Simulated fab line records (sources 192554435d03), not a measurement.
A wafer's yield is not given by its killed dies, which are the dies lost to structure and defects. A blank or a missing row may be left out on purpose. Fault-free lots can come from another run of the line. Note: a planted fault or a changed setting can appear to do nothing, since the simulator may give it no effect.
fab line records -- flow n5_finfet
record lots=10, wafers=30, last_day=18
route steps=1938 shown BEOL_M3@997 BEOL_M4@1111
lots that met no fault: from a run of the same line without faults
start_h: hours from the record's first day to the start of the lot's first wafer shown -- wait_h: time in hours since the lot's previous step -- " the same as in the row above -- L1.1+2: a row that stands for several wafers -- - value missing, or start not given -- * or withheld: withheld -- < > ~ a bound
route shown NAME@n: a module of which the file shows steps, and the number in the route of the first -- usual: the fault-free wafers' mean and standard deviation -- same: alike in all rows -- chamber/n: place in a boat -- sites: the reading at each site -- _std_site: standard deviation across them -- _edge_site: outer sites' mean less inner sites' -- radius_mm: for every site, how far away it sits from the centre of the wafer -- mask NAME#n: copy n -- behind: tool/chamber where the wafer was last shaped -- hold: the reason the lot was held/the length of the hold in hours/how it ended -- device: transistor that didn't switch, given as n, p or np -- end of line: tests run on the same wafers once the route is complete -- step lacking rows: just its recipe -- killed: the dies lost at the first sort to structure and to defects; this is not the yield of the wafer -- map: a wafer's dies, x killed, . not, _ none there
set.NAME: the run value of the setting; set.NAME@STEP: its run value at that earlier step -- model.NAME: the simulator's own value behind a step, which no gauge read
steps of the route over a sample of lots; a table a step, a row a wafer
services: when a tool's chamber went out of use (start_h, in hours from the record's first day, below 0 if earlier), for how many hours, and the reason
## steps
# step N5_BEOL_M3_ANNEAL_80
# recipe temp_c=400, time_s=240, ambient=vacuum
# usual heater_power_w=826/87
lot.wafer,tool,chamber,start_h,wait_h,heater_power_w
L842.1,pvd_sputter-03,-,152.40,0.0,880
L842.2,pvd_sputter-03,-,152.40,0.0,911
L842.6,pvd_sputter-03,-,152.40,0.0,879
L848.3,pvd_sputter-03,-,193.66,0.0,884
L848.5,pvd_sputter-03,-,193.66,0.0,819
L848.6,pvd_sputter-03,-,193.66,0.0,889
L850.1,pvd_sputter-02,-,209.36,0.0,754
L850.4,pvd_sputter-02,-,209.36,0.0,720
L850.5,pvd_sputter-02,-,209.36,0.0,734
L854.1,pvd_sputter-01,-,212.93,0.0,829
L854.2,pvd_sputter-01,-,212.93,0.0,858
L854.3,pvd_sputter-01,-,212.93,0.0,799
L857.1,pvd_sputter-02,-,249.54,0.0,730
L857.2,pvd_sputter-02,-,249.54,0.0,935
L857.5,pvd_sputter-02,-,249.54,0.0,718
L856.2,pvd_sputter-03,-,249.84,0.0,821
L856.3,pvd_sputter-03,-,249.84,0.0,858
L856.5,pvd_sputter-03,-,249.84,0.0,676
L858.3,pvd_sputter-02,-,252.13,0.0,782
L858.5,pvd_sputter-02,-,252.13,0.0,789
L858.6,pvd_sputter-02,-,252.13,0.0,940
L859.2,pvd_sputter-03,-,257.76,0.0,849
L859.4,pvd_sputter-03,-,257.76,0.0,657
L859.5,pvd_sputter-03,-,257.76,0.0,909
L861.1,pvd_sputter-02,-,262.30,0.0,730
L861.3,pvd_sputter-02,-,262.30,0.0,911
L861.6,pvd_sputter-02,-,262.30,0.0,738
L864.3,pvd_sputter-01,-,296.74,0.0,846
L864.4,pvd_sputter-01,-,296.74,0.0,993
L864.5,pvd_sputter-01,-,296.74,0.0,843
# step N5_BEOL_M3_SPUTTER_86
# recipe material=Cu, target_thk_a=45, temp_c=-20, chamber_pressure_pa=0.07, power_w=withheld, time_s=8.29
# usual chamber_pressure_pa=0.07001/0.00014, throttle_valve_pct=29.9/1
lot.wafer,tool,chamber,start_h,wait_h,chamber_pressure_pa,throttle_valve_pct
L842.1,pvd_sputter-03,-,152.76,0.1,0.07015,29.7
L842.2,pvd_sputter-03,-,152.76,0.1,0.07021,31.5
L842.6,pvd_sputter-03,-,152.76,0.1,0.07017,31.5
L848.3,pvd_sputter-03,-,194.02,0.1,0.07006,31.4
L848.5,pvd_sputter-03,-,194.02,0.1,0.06991,28.9
L848.6,pvd_sputter-03,-,194.02,0.1,0.07006,31.6
L850.1,pvd_sputter-02,-,209.72,0.1,0.07019,30.8
L850.4,pvd_sputter-02,-,209.72,0.1,0.06991,29.9
L850.5,pvd_sputter-02,-,209.72,0.1,0.07008,29.8
L854.1,pvd_sputter-01,-,213.29,0.1,0.07003,29.9
L854.2,pvd_sputter-01,-,213.29,0.1,0.07015,29.0
L854.3,pvd_sputter-01,-,213.29,0.1,0.06993,28.8
L857.1,pvd_sputter-02,-,249.90,0.1,0.07007,30.5
L857.2,pvd_sputter-02,-,249.90,0.1,0.06987,30.1
L857.5,pvd_sputter-02,-,249.90,0.1,0.07033,30.0
L856.2,pvd_sputter-03,-,250.20,0.1,0.06973,29.0
L856.3,pvd_sputter-03,-,250.20,0.1,0.06995,29.8
L856.5,pvd_sputter-03,-,250.20,0.1,0.07009,30.8
L858.3,pvd_sputter-02,-,252.49,0.1,0.07005,27.6
L858.5,pvd_sputter-02,-,252.49,0.1,0.07002,27.7
L858.6,pvd_sputter-02,-,252.49,0.1,0.06997,29.5
L859.2,pvd_sputter-03,-,258.12,0.1,0.06984,29.0
L859.4,pvd_sputter-03,-,258.12,0.1,0.06994,31.0
L859.5,pvd_sputter-03,-,258.12,0.1,0.06994,31.5
L861.1,pvd_sputter-02,-,262.66,0.1,0.06981,29.6
L861.3,pvd_sputter-02,-,262.66,0.1,0.06994,29.8
L861.6,pvd_sputter-02,-,262.66,0.1,0.06991,30.8
L864.3,pvd_sputter-01,-,297.10,0.1,0.0701,30.3
L864.4,pvd_sputter-01,-,297.10,0.1,0.06995,30.1
L864.5,pvd_sputter-01,-,297.10,0.1,0.07013,30.2
# step N5_BEOL_M3_ANNEAL_89
# recipe temp_c=400, time_s=240, ambient=vacuum
# usual heater_power_w=824/85
lot.wafer,tool,chamber,start_h,wait_h,heater_power_w
L842.1,pvd_sputter-03,-,153.06,0.0,852
L842.2,pvd_sputter-03,-,153.06,0.0,873
L842.6,pvd_sputter-03,-,153.06,0.0,892
L848.3,pvd_sputter-03,-,194.32,0.0,897
L848.5,pvd_sputter-03,-,194.32,0.0,836
L848.6,pvd_sputter-03,-,194.32,0.0,907
L850.1,pvd_sputter-02,-,210.02,0.0,743
L850.4,pvd_sputter-02,-,210.02,0.0,732
L850.5,pvd_sputter-02,-,210.02,0.0,743
L854.1,pvd_sputter-01,-,213.59,0.0,843
L854.2,pvd_sputter-01,-,213.59,0.0,843
L854.3,pvd_sputter-01,-,213.59,0.0,802
L857.1,pvd_sputter-02,-,250.20,0.0,723
L857.2,pvd_sputter-02,-,250.20,0.0,930
L857.5,pvd_sputter-02,-,250.20,0.0,721
L856.2,pvd_sputter-03,-,250.50,0.0,851
L856.3,pvd_sputter-03,-,250.50,0.0,862
L856.5,pvd_sputter-03,-,250.50,0.0,685
L858.3,pvd_sputter-02,-,252.79,0.0,795
L858.5,pvd_sputter-02,-,252.79,0.0,769
L858.6,pvd_sputter-02,-,252.79,0.0,915
L859.2,pvd_sputter-03,-,258.42,0.0,846
L859.4,pvd_sputter-03,-,258.42,0.0,657
L859.5,pvd_sputter-03,-,258.42,0.0,896
L861.1,pvd_sputter-02,-,262.96,0.0,733
L861.3,pvd_sputter-02,-,262.96,0.0,926
L861.6,pvd_sputter-02,-,262.96,0.0,737
L864.3,pvd_sputter-01,-,297.40,0.0,856
L864.4,pvd_sputter-01,-,297.40,0.0,1033
L864.5,pvd_sputter-01,-,297.40,0.0,835
# step N5_BEOL_M3_CMP_52
# recipe stop_on=SiOC, t_overpolish_s=6.8, down_force_psi=1, platen_rpm=50, clearing_platen_down_force_psi=1.5, clearing_platen_rpm=50, post_cmp_clean=cu_alkaline, target_thk_nm=40, clearing_platen_pad_velocity_m_s=0.99484, pad_velocity_m_s=0.99484
# usual barrier_field_endpoint_s=24.6/0.61, motor_current_A=6.3/0.63, overpolish_run_s=6.800/0.0082, time_to_endpoint_s=62.2/2.8
lot.wafer,tool,chamber,start_h,wait_h,barrier_field_endpoint_s,motor_current_A,overpolish_run_s,time_to_endpoint_s
L842.2,cmp-03,2,154.35,0.2,25.0,6.4,6.798,59.2
L842.1,cmp-03,1,154.35,0.2,24.6,5.3,6.805,61.1
L842.6,cmp-03,2,154.35,0.2,24.7,6.3,6.830,57.4
L848.3,cmp-02,0,195.73,0.3,24.5,5.9,6.801,62.2
L848.5,cmp-02,1,195.73,0.3,24.1,7.6,6.802,61.1
L848.6,cmp-02,2,195.73,0.3,24.9,5.5,6.795,64.2
L850.4,cmp-03,0,211.40,0.2,24.9,5.9,6.785,63.8
L850.1,cmp-03,2,211.40,0.2,13.4,6.4,6.787,32.9
L850.5,cmp-03,3,211.40,0.2,25.4,6.2,6.792,63.9
L854.2,cmp-01,3,215.07,0.4,24.1,6.5,6.795,60.9
L854.1,cmp-01,0,215.07,0.4,25.4,6.0,6.792,63.7
L854.3,cmp-01,1,215.07,0.4,24.4,6.7,6.794,60.8
L857.2,cmp-02,0,251.53,0.2,24.3,6.1,6.808,59.7
L857.1,cmp-02,2,251.53,0.2,23.2,5.6,6.790,55.4
L857.5,cmp-02,3,251.53,0.2,24.7,5.5,6.790,62.6
L856.2,cmp-01,0,251.88,0.3,24.0,6.3,6.797,64.4
L856.3,cmp-01,2,251.88,0.3,24.1,6.8,6.803,59.4
L856.5,cmp-01,1,251.88,0.3,24.6,6.3,6.809,62.7
L858.3,cmp-01,3,254.25,0.3,23.9,6.1,6.796,60.4
L858.5,cmp-01,3,254.25,0.3,24.3,6.5,6.798,62.8
L858.6,cmp-01,0,254.25,0.3,24.8,6.0,6.789,61.9
L859.4,cmp-01,2,259.71,0.1,24.8,7.0,6.801,59.0
L859.2,cmp-01,3,259.71,0.1,24.7,6.7,6.794,62.8
L859.5,cmp-01,3,259.71,0.1,25.2,6.1,6.809,64.3
L861.1,cmp-02,3,264.26,0.3,24.3,5.3,6.781,62.7
L861.3,cmp-02,0,264.26,0.3,24.1,5.7,6.789,61.3
L861.6,cmp-02,3,264.26,0.3,24.3,5.4,6.797,58.8
L864.4,cmp-03,2,299.91,0.2,23.8,6.0,6.802,59.4
L864.3,cmp-03,3,299.91,0.2,25.0,7.0,6.796,63.5
L864.5,cmp-03,1,299.91,0.2,24.9,5.0,6.793,60.5
# step N5_BEOL_M4_RC_MEAS_101
# usual DIBL_N=36.4/1.3, DIBL_P=36.5/1.7, IOFF_N=0.154/0.022, IOFF_P=0.202/0.025, ION_N=671/9.8, ION_P=460/6.8, SS_N=71.6/0.54, SS_P=73.4/0.58, VT_N=250.9/2.8, VT_P=-251.4/2.7
lot.wafer,tool,chamber,start_h,wait_h,DIBL_N[mV/V],DIBL_P[mV/V],IOFF_N[nA/um],IOFF_P[nA/um],ION_N[uA/um],ION_P[uA/um],SS_N[mV/dec],SS_P[mV/dec],VT_N[mV],VT_P[mV]
L842.1,prober-01,0,167.88,0.0,39.0,37.2,0.176,0.213,686,469,73.3,74.2,247.0,-251.2
L842.2,prober-01,0,167.88,0.0,39.4,37.7,0.183,0.222,683,461,72.5,74.1,247.6,-249.5
L842.6,prober-01,0,167.88,0.0,40.5,39.9,0.224,0.259,697,477,72.8,74.2,244.5,-250.8
L848.3,prober-02,0,205.12,0.3,37.8,37.6,0.182,0.234,680,470,71.4,73.9,247.4,-247.5
L848.5,prober-02,0,205.12,0.3,36.2,35.6,0.152,0.199,684,466,70.8,73.4,249.2,-249.2
L848.6,prober-02,0,205.12,0.3,36.0,35.5,0.147,0.197,681,466,71.3,73.8,248.4,-248.3
L850.1,prober-02,0,222.66,0.0,36.6,37.3,0.159,0.232,669,466,71.8,74.1,250.7,-248.4
L850.4,prober-02,0,222.66,0.0,35.6,35.2,0.135,0.194,664,461,71.9,73.4,253.0,-250.1
L850.5,prober-02,0,222.66,0.0,35.2,35.7,0.135,0.200,669,471,70.7,73.5,251.4,-249.6
L854.1,prober-01,0,230.23,0.0,35.9,38.8,0.157,0.192,673,458,71.7,73.6,249.1,-254.4
L854.2,prober-01,0,230.23,0.0,35.8,39.1,0.153,0.191,665,458,71.6,73.8,251.6,-251.8
L854.3,prober-01,0,230.23,0.0,35.6,38.8,0.147,0.182,672,452,71.8,73.1,252.3,-254.5
L857.1,prober-01,0,261.24,0.0,37.2,35.4,0.176,0.210,665,452,72.6,73.9,250.9,-251.1
L857.2,prober-01,0,261.24,0.0,35.0,34.6,0.140,0.197,667,457,72.0,73.3,252.5,-249.8
L857.5,prober-01,0,261.24,0.0,36.2,35.3,0.156,0.205,663,456,71.8,73.6,250.5,-248.8
L856.2,prober-02,0,261.57,0.2,35.3,35.9,0.150,0.196,689,471,71.5,73.8,247.1,-252.5
L856.3,prober-02,0,261.57,0.2,36.9,37.8,0.181,0.220,689,467,72.5,73.8,248.2,-249.6
L856.5,prober-02,0,261.57,0.2,35.7,35.5,0.150,0.189,674,462,71.9,73.2,249.2,-251.8
L858.3,prober-01,0,265.63,0.3,33.6,33.9,0.125,0.181,662,457,70.7,72.4,255.2,-250.4
L858.5,prober-01,0,265.63,0.3,34.6,35.4,0.136,0.197,671,463,71.0,73.3,252.1,-249.0
L858.6,prober-01,0,265.63,0.3,35.3,36.2,0.144,0.205,667,457,71.8,73.4,253.1,-250.7
L859.2,prober-01,0,268.42,0.2,34.8,34.5,0.125,0.172,655,449,71.9,72.9,256.1,-255.7
L859.4,prober-01,0,268.42,0.2,35.5,35.5,0.136,0.194,660,458,71.4,73.9,254.0,-254.8
L859.5,prober-01,0,268.42,0.2,36.8,36.3,0.145,0.209,659,458,71.2,73.0,250.3,-253.4
L861.1,prober-01,0,282.60,0.0,35.8,35.5,0.135,0.225,662,466,70.9,73.0,253.4,-250.0
L861.3,prober-01,0,282.60,0.0,38.0,37.1,0.161,0.260,656,461,72.7,73.9,249.9,-247.8
L861.6,prober-01,0,282.60,0.0,36.2,35.9,0.139,0.243,655,458,71.7,73.3,252.5,-245.9
L864.3,prober-01,0,310.98,0.3,34.7,34.7,0.130,0.191,662,459,71.6,72.5,253.3,-251.2
L864.4,prober-01,0,310.98,0.3,35.0,35.3,0.134,0.199,679,466,70.6,72.7,251.0,-248.1
L864.5,prober-01,0,310.98,0.3,35.2,36.0,0.145,0.215,672,464,71.2,72.4,250.8,-249.1
## services
tool,chamber,start_h,hours,kind
cmp-02,-,134.51,5.8,pm
cmp-01,-,138.85,1.5,repair
cmp-02,-,141.38,4.0,pm
cmp-02,-,145.38,-,consumable_replace:conditioner
cmp-02,-,145.38,-,consumable_replace:pad
cmp-01,-,159.35,8.3,repair
cmp-01,-,189.30,1.0,repair
cmp-02,-,201.67,0.3,repair
cmp-03,-,211.96,4.0,pm
cmp-03,-,215.96,-,consumable_replace:conditioner
cmp-03,-,215.96,-,consumable_replace:pad
pvd_sputter-02,-,222.72,1.7,repair
cmp-03,-,239.57,5.5,pm
cmp-01,-,245.32,0.2,repair
cmp-02,-,248.33,0.2,repair
cmp-03,-,250.58,1.7,repair
## key
first_sign step=N5_BEOL_M3_CMP_52, reading=barrier_field_endpoint_s, direction=down, sigmas=18, usual=24.6, struck=13.4
effect step=N5_BEOL_M3_CMP_52, reading=time_to_endpoint_s, direction=down, sigmas=10, usual=*, struck=*
met_at N5_BEOL_M3_CMP_52
struck_lots L850
struck_wafers L850.1
not_acting_at N5_BEOL_M3_ANNEAL_80,N5_BEOL_M3_SPUTTER_86,N5_BEOL_M3_ANNEAL_89
onset_between 154.35 211.40
fault kind=process_parameter_drift, tool=cmp-03, chamber=2, onset_h=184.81, steps=N5_BEOL_M3_CMP_52, channel=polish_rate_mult, offset=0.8, shape=step, end_h=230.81
